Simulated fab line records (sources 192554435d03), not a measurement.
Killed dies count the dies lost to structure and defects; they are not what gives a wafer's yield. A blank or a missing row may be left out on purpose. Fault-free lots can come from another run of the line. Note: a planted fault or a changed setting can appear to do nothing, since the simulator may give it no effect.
fab line records ; flow n5-finfet
[record] lots = 11; wafers = 33; last-day = 17
route steps=1938 shown BEOL_M6@1212 BEOL_M15@1819 MIM_TOP@1838 PASSIVATION@1936
lots that met no fault: from a run of the same line without faults
start-h: the number of hours between the record's first day and the start of the first shown wafer of the lot ; wait-h: hours since the lot's step before ; " unchanged from the row above ; L1.1+2: one row covering several wafers at once ; - no value, or no start given ; * or withheld: withheld ; < > ~ a bound
route shown NAME@n: NAME is a module with steps in the file, n the number in the route of the first one ; usual: average and standard deviation across the fault-free wafers ; same: alike in all rows ; chamber/n: place in a boat ; sites: the reading at each site ; _std_site: standard deviation across them ; _edge_site: the outer-site mean with the inner-site mean subtracted ; radius-mm: how far each site lies from the wafer's centre ; mask NAME#n: copy n ; behind: tool/chamber where the wafer was last shaped ; hold: the reason the lot was held/the length of the hold in hours/how it ended ; device: the n, p or np transistor that did not switch ; end of line: the route-end tests of the same wafers ; step lacking rows: just its recipe ; killed: count of dies lost to structure and defects at first sort (not the wafer's yield) ; map: a wafer's dies, x killed, . not, _ none there
set.NAME: the run value of the setting; set.NAME@STEP: its run value at that earlier step ; model.NAME: the simulator's own value behind a step, which no gauge read
one table for each step of the route and one row for each wafer, over a sample of lots
services: when a tool's chamber went out of use (start-h, in hours from the record's first day, below 0 if earlier), for how many hours, and the reason
[[steps]]
[step N5_BEOL_M6_ETCH_62]
[recipe] chemistry = N2/H2; target = SOC; target-depth-a = 1100; overetch-a = 220; mask-material = SiARC; temp-c = 40; time-s = 165; ion-energy-ev = 200; pressure-mtorr = 30; source-w = 840; bias-w = 150; n2-flow-sccm = 200; h2-flow-sccm = 200
[usual] drypump-motor-current-A = 5.6/0.54; oes-product-au = 0.69/0.063; rf-vpp-V = 524.4/2.2; showerhead-plenum-p-Torr = 2.56/0.077; throttle-valve-pct = 17.79/0.22
lot.wafer;tool;chamber;start-h;wait-h;drypump-motor-current-A;oes-product-au;rf-hours-counter-h;rf-vpp-V;showerhead-plenum-p-Torr;throttle-valve-pct
L131.1;rie-diel-06;0;180.12;0.0;5.9;0.60;205;521.9;2.52;17.85
L131.4;rie-diel-06;3;180.12;0.0;5.0;0.60;-;522.3;2.52;18.12
L131.5;rie-diel-06;2;180.12;0.0;6.1;0.73;-;523.1;2.48;17.75
L130.1;rie-diel-06;3;184.95;0.0;5.0;0.61;227;523.4;2.52;18.12
L130.3;rie-diel-06;0;184.95;0.0;5.8;0.59;207;524.6;2.52;17.84
L130.6;rie-diel-06;2;184.95;0.0;6.1;0.72;-;522.8;2.48;17.75
L132.2;rie-diel-06;2;191.98;0.0;6.1;0.72;47;522.5;2.48;17.76
L132.3;rie-diel-06;3;191.98;0.0;5.0;0.60;229;522.7;2.52;18.11
L132.6;rie-diel-06;3;191.98;0.0;5.0;0.61;-;521.3;2.52;18.12
L133.3;rie-diel-04;2;196.23;0.0;5.1;0.75;47;524.4;2.57;17.51
L133.4;rie-diel-04;3;196.23;0.0;5.5;0.66;117;525.1;2.56;17.86
L133.6;rie-diel-04;1;196.23;0.0;5.5;0.60;-;522.1;2.52;18.04
L134.1;rie-diel-02;0;203.69;0.0;5.0;0.78;9;527.7;2.71;17.67
L134.3;rie-diel-02;2;203.69;0.0;5.0;0.66;114;525.3;2.56;18.06
L134.5;rie-diel-02;2;203.69;0.0;5.0;0.66;-;524.8;2.56;18.06
L141.2;rie-diel-02;3;251.07;0.0;5.9;0.72;58;527.9;2.69;17.62
L141.3;rie-diel-02;1;251.07;0.0;6.7;0.76;42;522.9;2.48;17.68
L141.4;rie-diel-02;0;251.07;0.0;5.0;0.78;15;527.7;2.71;17.64
L143.2;rie-diel-02;0;257.65;0.0;5.0;0.77;17;528.2;2.71;17.67
L143.3;rie-diel-02;1;257.65;0.0;6.7;0.75;44;522.2;2.48;17.69
L143.6;rie-diel-02;3;257.65;0.0;5.9;0.72;-;528.5;2.69;17.64
L144.1;rie-diel-02;1;271.25;0.0;6.7;0.75;49;523.8;2.48;17.72
L144.3;rie-diel-02;3;271.25;0.0;5.9;0.71;67;528.1;2.69;17.66
L144.4;rie-diel-02;0;271.25;0.0;5.0;0.76;24;528.0;2.70;17.68
L147.2;rie-diel-04;2;278.96;0.0;5.2;0.72;81;525.9;2.56;17.57
L147.5;rie-diel-04;1;278.96;0.0;5.5;0.59;-;522.6;2.51;18.10
L147.6;rie-diel-04;2;278.96;0.0;5.2;0.71;-;524.1;2.56;17.58
L151.1;rie-diel-06;0;311.86;0.0;5.8;0.84;2;522.1;2.50;17.54
L151.2;rie-diel-06;3;311.86;0.0;5.0;0.79;20;522.1;2.50;17.72
L151.4;rie-diel-06;1;311.86;0.0;5.3;0.70;61;524.1;2.58;17.84
L153.1;rie-diel-04;1;316.01;0.0;5.5;0.58;248;522.8;2.50;18.10
L153.2;rie-diel-04;0;316.01;0.0;6.2;0.66;110;522.7;2.56;17.36
L153.5;rie-diel-04;0;316.01;0.0;6.2;0.65;-;525.0;2.56;17.38
[step N5_BEOL_M15_SPUTTER_43]
[recipe] material = TaN; target-thk-a = 150; temp-c = 50; bias-v = 168.6; power-w = 15000; chamber-pressure-pa = 0.12; time-s = 24.19
[usual] susceptor-temp-C = 50.01/0.12; throttle-valve-pct = 30.1/0.41
lot.wafer;tool;chamber;start-h;wait-h;susceptor-temp-C;throttle-valve-pct
L130.1;pvd-sputter-01;-;247.59;0.0;50.08;29.8
L130.3;pvd-sputter-01;-;247.59;0.0;50.17;30.8
L130.6;pvd-sputter-01;-;247.59;0.0;50.04;31.0
L131.1;pvd-sputter-02;-;248.80;0.0;50.18;29.6
L131.4;pvd-sputter-02;-;248.80;0.0;49.91;30.1
L131.5;pvd-sputter-02;-;248.80;0.0;50.00;30.5
L132.2;pvd-sputter-01;-;254.22;0.0;49.88;30.7
L132.3;pvd-sputter-01;-;254.22;0.0;50.03;29.7
L132.6;pvd-sputter-01;-;254.22;0.0;49.95;30.7
L133.3;pvd-sputter-03;-;271.83;0.0;50.03;30.7
L133.4;pvd-sputter-03;-;271.83;0.0;49.89;29.7
L133.6;pvd-sputter-03;-;271.83;0.0;50.10;29.9
L134.1;pvd-sputter-03;-;279.07;0.0;49.87;29.8
L134.3;pvd-sputter-03;-;279.07;0.0;49.89;30.2
L134.5;pvd-sputter-03;-;279.07;0.0;50.02;29.8
L141.2;pvd-sputter-03;-;320.95;0.0;49.79;30.6
L141.3;pvd-sputter-03;-;320.95;0.0;50.13;29.7
L141.4;pvd-sputter-03;-;320.95;0.0;50.10;29.9
L143.2;pvd-sputter-02;-;329.73;0.0;50.01;29.4
L143.3;pvd-sputter-02;-;329.73;0.0;49.98;29.7
L143.6;pvd-sputter-02;-;329.73;0.0;50.07;30.4
L144.1;pvd-sputter-02;-;342.85;0.0;49.91;30.8
L144.3;pvd-sputter-02;-;342.85;0.0;50.02;30.4
L144.4;pvd-sputter-02;-;342.85;0.0;49.93;29.9
L147.2;pvd-sputter-01;-;349.96;0.0;50.04;30.8
L147.5;pvd-sputter-01;-;349.96;0.0;50.10;30.9
L147.6;pvd-sputter-01;-;349.96;0.0;50.14;29.5
L153.1;pvd-sputter-02;-;385.03;0.0;49.88;30.2
L153.2;pvd-sputter-02;-;385.03;0.0;49.92;30.2
L153.5;pvd-sputter-02;-;385.03;0.0;50.08;30.8
L151.1;pvd-sputter-03;-;386.69;0.0;49.96;30.2
L151.2;pvd-sputter-03;-;386.69;0.0;49.91;29.7
L151.4;pvd-sputter-03;-;386.69;0.0;49.74;30.3
[step N5_BEOL_M15_SPUTTER_45]
[recipe] material = Cu; target-thk-a = 1000; temp-c = -20; bias-v = 60; power-w = 26000; chamber-pressure-pa = 0.13; time-s = 16.67
[usual] susceptor-temp-C = -20.01/0.11; throttle-valve-pct = 30.0/0.42
lot.wafer;tool;chamber;start-h;wait-h;susceptor-temp-C;throttle-valve-pct
L130.1;pvd-sputter-01;-;247.75;0.0;-20.15;30.1
L130.3;pvd-sputter-01;-;247.75;0.0;-19.89;31.0
L130.6;pvd-sputter-01;-;247.75;0.0;-19.90;30.5
L131.1;pvd-sputter-02;-;248.96;0.0;-20.04;29.7
L131.4;pvd-sputter-02;-;248.96;0.0;-20.10;30.1
L131.5;pvd-sputter-02;-;248.96;0.0;-19.99;31.0
L132.2;pvd-sputter-01;-;254.38;0.0;-20.09;30.9
L132.3;pvd-sputter-01;-;254.38;0.0;-19.99;29.6
L132.6;pvd-sputter-01;-;254.38;0.0;-20.13;31.0
L133.3;pvd-sputter-03;-;271.99;0.0;-20.03;30.5
L133.4;pvd-sputter-03;-;271.99;0.0;-19.93;29.6
L133.6;pvd-sputter-03;-;271.99;0.0;-20.09;29.8
L134.1;pvd-sputter-03;-;279.23;0.0;-20.19;29.6
L134.3;pvd-sputter-03;-;279.23;0.0;-19.98;30.2
L134.5;pvd-sputter-03;-;279.23;0.0;-20.26;29.7
L141.2;pvd-sputter-03;-;321.11;0.0;-20.11;30.5
L141.3;pvd-sputter-03;-;321.11;0.0;-20.00;29.6
L141.4;pvd-sputter-03;-;321.11;0.0;-20.01;29.9
L143.2;pvd-sputter-02;-;329.89;0.0;-20.09;29.3
L143.3;pvd-sputter-02;-;329.89;0.0;-20.04;30.1
L143.6;pvd-sputter-02;-;329.89;0.0;-19.89;30.2
L144.1;pvd-sputter-02;-;343.01;0.0;-19.86;30.7
L144.3;pvd-sputter-02;-;343.01;0.0;-20.01;29.8
L144.4;pvd-sputter-02;-;343.01;0.0;-19.95;30.1
L147.2;pvd-sputter-01;-;350.12;0.0;-20.02;30.7
L147.5;pvd-sputter-01;-;350.12;0.0;-20.06;30.7
L147.6;pvd-sputter-01;-;350.12;0.0;-19.96;29.5
L153.1;pvd-sputter-02;-;385.19;0.0;-20.11;29.9
L153.2;pvd-sputter-02;-;385.19;0.0;-19.90;30.0
L153.5;pvd-sputter-02;-;385.19;0.0;-19.85;30.5
L151.1;pvd-sputter-03;-;386.85;0.0;-20.17;30.0
L151.2;pvd-sputter-03;-;386.85;0.0;-20.18;29.8
L151.4;pvd-sputter-03;-;386.85;0.0;-19.97;30.5
[step N5_MIM_TOP_SPUTTER_03]
[recipe] material = TiN; target-thk-a = 350; temp-c = 200; power-w = 3000; chamber-pressure-pa = 0.49996; gas = Ar; reactive-partial-pa = 0.37997; time-s = 89.7
[usual] susceptor-temp-C = 199.99/0.17; throttle-valve-pct = 30.0/0.42
lot.wafer;tool;chamber;start-h;wait-h;susceptor-temp-C;throttle-valve-pct
L130.1;pvd-sputter-01;-;253.50;0.0;200.08;29.5
L130.3;pvd-sputter-01;-;253.50;0.0;200.37;29.7
L130.6;pvd-sputter-01;-;253.50;0.0;199.71;29.5
L131.1;pvd-sputter-03;-;254.55;0.0;199.73;30.0
L131.4;pvd-sputter-03;-;254.55;0.0;200.09;30.0
L131.5;pvd-sputter-03;-;254.55;0.0;200.10;30.2
L132.2;pvd-sputter-03;-;257.94;0.0;200.00;29.9
L132.3;pvd-sputter-03;-;257.94;0.0;199.96;30.5
L132.6;pvd-sputter-03;-;257.94;0.0;199.88;30.6
L133.3;pvd-sputter-02;-;276.14;0.0;199.67;29.5
L133.4;pvd-sputter-02;-;276.14;0.0;199.71;30.2
L133.6;pvd-sputter-02;-;276.14;0.0;200.03;30.1
L134.1;pvd-sputter-01;-;284.06;0.0;200.08;31.0
L134.3;pvd-sputter-01;-;284.06;0.0;200.29;30.2
L134.5;pvd-sputter-01;-;284.06;0.0;199.96;29.9
L141.2;pvd-sputter-02;-;326.21;0.0;199.96;29.6
L141.3;pvd-sputter-02;-;326.21;0.0;200.03;30.6
L141.4;pvd-sputter-02;-;326.21;0.0;199.64;30.1
L143.2;pvd-sputter-02;-;334.80;0.0;199.77;30.0
L143.3;pvd-sputter-02;-;334.80;0.0;199.86;29.5
L143.6;pvd-sputter-02;-;334.80;0.0;199.97;29.4
L144.1;pvd-sputter-01;-;346.60;0.0;199.88;29.9
L144.3;pvd-sputter-01;-;346.60;0.0;199.70;30.3
L144.4;pvd-sputter-01;-;346.60;0.0;199.99;30.7
L147.2;pvd-sputter-02;-;354.99;0.0;199.94;29.8
L147.5;pvd-sputter-02;-;354.99;0.0;199.63;29.7
L147.6;pvd-sputter-02;-;354.99;0.0;199.95;30.1
L153.1;pvd-sputter-01;-;391.81;0.0;200.01;29.9
L153.2;pvd-sputter-01;-;391.81;0.0;199.93;29.6
L153.5;pvd-sputter-01;-;391.81;0.0;200.00;29.7
L151.1;pvd-sputter-03;-;395.06;0.0;199.87;29.8
L151.2;pvd-sputter-03;-;395.06;0.0;199.70;30.5
L151.4;pvd-sputter-03;-;395.06;0.0;200.12;29.9
[step N5_PASSIVATION_PROBE_49]
[usual] defect-limited-yield = 91.3/1.3; killed_at_M0_to_M3 = 33/8.9; killed_at_M4_up = 15/5.4; killed-at-contacts = 13/5.8; killed-at-front-end = 39/9.9; killed-at-other = 3.2/2.9; killed-dies = 102/15; killed-open = 68/12; killed-short = 34/7.6; sort_bin_5_function = 5.1/0.89; sort_bin_6_memory = 3.2/0.63; sort-n-pass = 1078/15; sort-yield-pct = 91.3/1.3
[same] gross-dies = 1180; killed-at-back-side = 0; sort_bin_4_leakage[%] = 0; sort_bin_8_speed[%] = 0
lot.wafer;tool;chamber;start-h;wait-h;defect-limited-yield[%];killed_at_M0_to_M3;killed_at_M4_up;killed-at-contacts;killed-at-front-end;killed-at-other;killed-dies;killed-open;killed-short;sort_bin_5_function[%];sort_bin_6_memory[%];sort-n-pass;sort-yield-pct[%]
L134.5;prober-02;-;294.58;0.2;90.7;33;22;7;47;1;110;68;42;5.7;3.0;1070;90.7
L141.2;prober-01;-;336.70;0.1;86.4;16;95;7;35;8;161;59;25;8.4;3.6;1019;86.4
L141.3;prober-01;-;336.75;0.1;92.1;29;8;14;31;11;93;57;36;4.4;3.1;1087;92.1
L141.4;prober-01;-;336.80;0.2;89.5;27;28;8;55;6;124;85;36;6.5;3.7;1056;89.5
L143.2;prober-02;-;345.31;0.1;90.3;40;14;8;51;2;115;74;40;5.9;3.6;1065;90.3
L143.3;prober-02;-;345.36;0.1;90.7;21;13;18;57;1;110;72;38;5.4;3.6;1070;90.7
L143.6;prober-02;-;345.51;0.3;82.8;28;94;13;63;5;203;75;46;11.0;4.9;977;82.8
L144.1;prober-02;-;357.20;0.0;90.3;36;15;10;44;10;115;78;37;4.6;4.9;1065;90.3
L144.3;prober-02;-;357.30;0.1;85.8;26;98;7;30;6;167;59;36;8.6;3.9;1013;85.8
L144.4;prober-02;-;357.35;0.2;91.3;33;19;15;29;7;103;63;39;4.7;3.3;1077;91.3
L147.2;prober-02;-;364.78;0.1;90.0;40;14;23;40;1;118;89;28;6.2;3.7;1062;90.0
L147.5;prober-02;-;364.93;0.2;89.8;42;15;15;48;0;120;75;44;6.0;3.6;1060;89.8
L147.6;prober-02;-;364.98;0.3;89.5;45;13;18;45;3;124;87;34;5.3;4.7;1056;89.5
// killed by level:class
L134.5 FIN_SAQP:geometric-particle:open=13 FIN_SAQP:geometric-particle:short=12 BEOL_M4:geometric-particle:open=12 BEOL_M0_SAQP:geometric-particle:open=10 BEOL_M2:geometric-particle:open=10 BEOL_M0_SAQP:geometric-particle:short=9 STI_FIN_REVEAL:geometric-particle:open=5 MOL_CONTACT_COAG:geometric-particle:open=5
L141.2 BEOL_M6:unspecified=76 FIN_SAQP:geometric-particle:open=15 FIN_SAQP:geometric-particle:short=10 BEOL_M4:geometric-particle:open=10 MOL_CONTACT_COAG:geometric-particle:open=7 DUMMY_GATE:geometric-particle:open=5 BEOL_M2:geometric-particle:open=4 BEOL_M3:geometric-particle:open=4
L141.3 FIN_SAQP:geometric-particle:short=12 MOL_CONTACT_COAG:geometric-particle:open=11 BEOL_M3:geometric-particle:open=8 PAD_METAL:geometric-particle:short=6 BEOL_M0_SAQP:geometric-particle:open=5 BEOL_M1:geometric-particle:open=5 FIN_SAQP:geometric-particle:open=4 BEOL_M0_SAQP:geometric-particle:short=4
L141.4 BEOL_M4:geometric-particle:open=19 FIN_SAQP:geometric-particle:open=17 FIN_SAQP:geometric-particle:short=14 BEOL_M3:geometric-particle:open=13 STI_FIN_REVEAL:geometric-particle:open=10 MOL_CONTACT_COAG:geometric-particle:open=5 BEOL_M3:geometric-particle:short=5 BEOL_M5:geometric-particle:open=4
L143.2 FIN_SAQP:geometric-particle:short=16 STI_FIN_REVEAL:geometric-particle:open=13 BEOL_M0_SAQP:geometric-particle:open=11 FIN_SAQP:geometric-particle:open=8 BEOL_M1:geometric-particle:open=8 BEOL_M3:geometric-particle:open=8 BEOL_M4:geometric-particle:open=8 MOL_CONTACT_COAG:geometric-particle:open=7
L143.3 FIN_SAQP:geometric-particle:open=19 FIN_SAQP:geometric-particle:short=18 MOL_CONTACT_COAG:geometric-particle:open=17 BEOL_M2:geometric-particle:open=7 GATE_CUT:geometric-particle:short=7 BEOL_M0_SAQP:geometric-particle:open=5 GATE_CUT:geometric-particle:open=4 BEOL_M4:geometric-particle:open=4
L143.6 BEOL_M6:unspecified=81 FIN_SAQP:geometric-particle:short=19 FIN_SAQP:geometric-particle:open=15 MOL_CONTACT_COAG:geometric-particle:open=11 STI_FIN_REVEAL:geometric-particle:open=9 BEOL_M1:geometric-particle:open=9 GATE_CUT:geometric-particle:short=8 BEOL_M0_SAQP:geometric-particle:open=6
L144.1 FIN_SAQP:geometric-particle:open=17 FIN_SAQP:geometric-particle:short=10 MOL_CONTACT_COAG:geometric-particle:open=9 BEOL_M4:geometric-particle:open=9 BEOL_M1:geometric-particle:open=8 BEOL_M2:geometric-particle:open=8 BEOL_M0_SAQP:geometric-particle:short=6 MIM_TOP_ETCH:geometric-particle:open=6
L144.3 BEOL_M6:unspecified=72 BEOL_M4:geometric-particle:open=14 FIN_SAQP:geometric-particle:short=7 MOL_CONTACT_COAG:geometric-particle:open=7 BEOL_M0_SAQP:geometric-particle:open=6 FIN_SAQP:geometric-particle:open=5 STARTING-WAFER:geometric-particle:short=5 DUMMY_GATE:geometric-particle:short=4
L144.4 MOL_CONTACT_COAG:geometric-particle:open=11 BEOL_M0_SAQP:geometric-particle:open=11 BEOL_M1:geometric-particle:open=8 BEOL_M4:geometric-particle:open=8 FIN_SAQP:geometric-particle:open=6 FIN_SAQP:geometric-particle:short=6 BEOL_M0_SAQP:geometric-particle:short=6 GATE_CUT:geometric-particle:short=6
L147.2 MOL_CONTACT_COAG:geometric-particle:open=21 BEOL_M0_SAQP:geometric-particle:open=11 BEOL_M3:geometric-particle:open=11 STI_FIN_REVEAL:geometric-particle:open=10 FIN_SAQP:geometric-particle:short=8 BEOL_M2:geometric-particle:open=8 BEOL_M0_SAQP:geometric-particle:short=7 GATE_CUT:geometric-particle:open=5
L147.5 STI_FIN_REVEAL:geometric-particle:open=13 MOL_CONTACT_COAG:geometric-particle:open=12 BEOL_M0_SAQP:geometric-particle:short=12 BEOL_M0_SAQP:geometric-particle:open=9 BEOL_M3:geometric-particle:open=8 FIN_SAQP:geometric-particle:open=7 GATE_CUT:geometric-particle:short=6 BEOL_M2:geometric-particle:open=6
L147.6 MOL_CONTACT_COAG:geometric-particle:open=15 STI_FIN_REVEAL:geometric-particle:open=12 BEOL_M3:geometric-particle:open=12 BEOL_M0_SAQP:geometric-particle:open=10 BEOL_M1:geometric-particle:open=7 FIN_SAQP:geometric-particle:open=6 FIN_SAQP:geometric-particle:short=5 STI_FIN_REVEAL:geometric-particle:short=5
[[services]]
tool;chamber;start-h;hours;kind
rie-diel-02;0;162.16;-;clean
rie-diel-02;0;162.16;-;consumable-replace:focus-ring
rie-diel-02;0;162.16;-;consumable-replace:showerhead
rie-diel-02;0;162.16;13.7;scheduled-down
rie-diel-02;0;162.16;13.7;vent-cycle
pvd-sputter-01;-;164.86;1.5;repair
rie-diel-06;1;175.24;16.7;repair
pvd-sputter-02;-;187.05;3.7;repair
rie-diel-02;3;196.56;2.4;repair
rie-diel-02;-;217.41;0.9;repair
rie-diel-02;-;221.67;28.1;pm
rie-diel-06;3;240.20;-;clean
rie-diel-06;3;240.20;-;consumable-replace:focus-ring
rie-diel-06;3;240.20;19.6;scheduled-down
rie-diel-06;3;240.20;19.6;vent-cycle
rie-diel-04;1;283.96;9.8;repair
rie-diel-06;0;291.93;-;clean
rie-diel-06;0;291.93;-;consumable-replace:focus-ring
rie-diel-04;2;306.92;9.3;repair
pvd-sputter-03;-;338.38;2.8;repair
rie-diel-02;0;360.62;1.7;repair
rie-diel-04;-;370.58;2.8;pm
rie-diel-02;3;381.32;10.0;repair
rie-diel-04;3;392.98;7.8;repair
[[key]]
[first-sign] step = N5_PASSIVATION_PROBE_49; reading = killed_at_M4_up; direction = up; sigmas = 15; usual = 15; struck = 96
[effect] step = N5_PASSIVATION_PROBE_49; reading = killed-dies; direction = up; sigmas = 4.9; usual = 102; struck = 177
[more-kills-born-at] N5_BEOL_M6_ETCH_62@rie-diel-02 = 229
met-at N5_BEOL_M6_ETCH_62
struck-lots L141,L143,L144
struck-wafers L141.2,L143.6,L144.3
not-acting-at N5_BEOL_M15_SPUTTER_43,N5_BEOL_M15_SPUTTER_45,N5_MIM_TOP_SPUTTER_03
[fault] kind = chamber-particle-source; tool = rie-diel-02; chamber = 3; onset-h = 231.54; steps = N5_BEOL_M6_ETCH_62; rate-per-visit-cm2 = 0.41201; end-h = 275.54
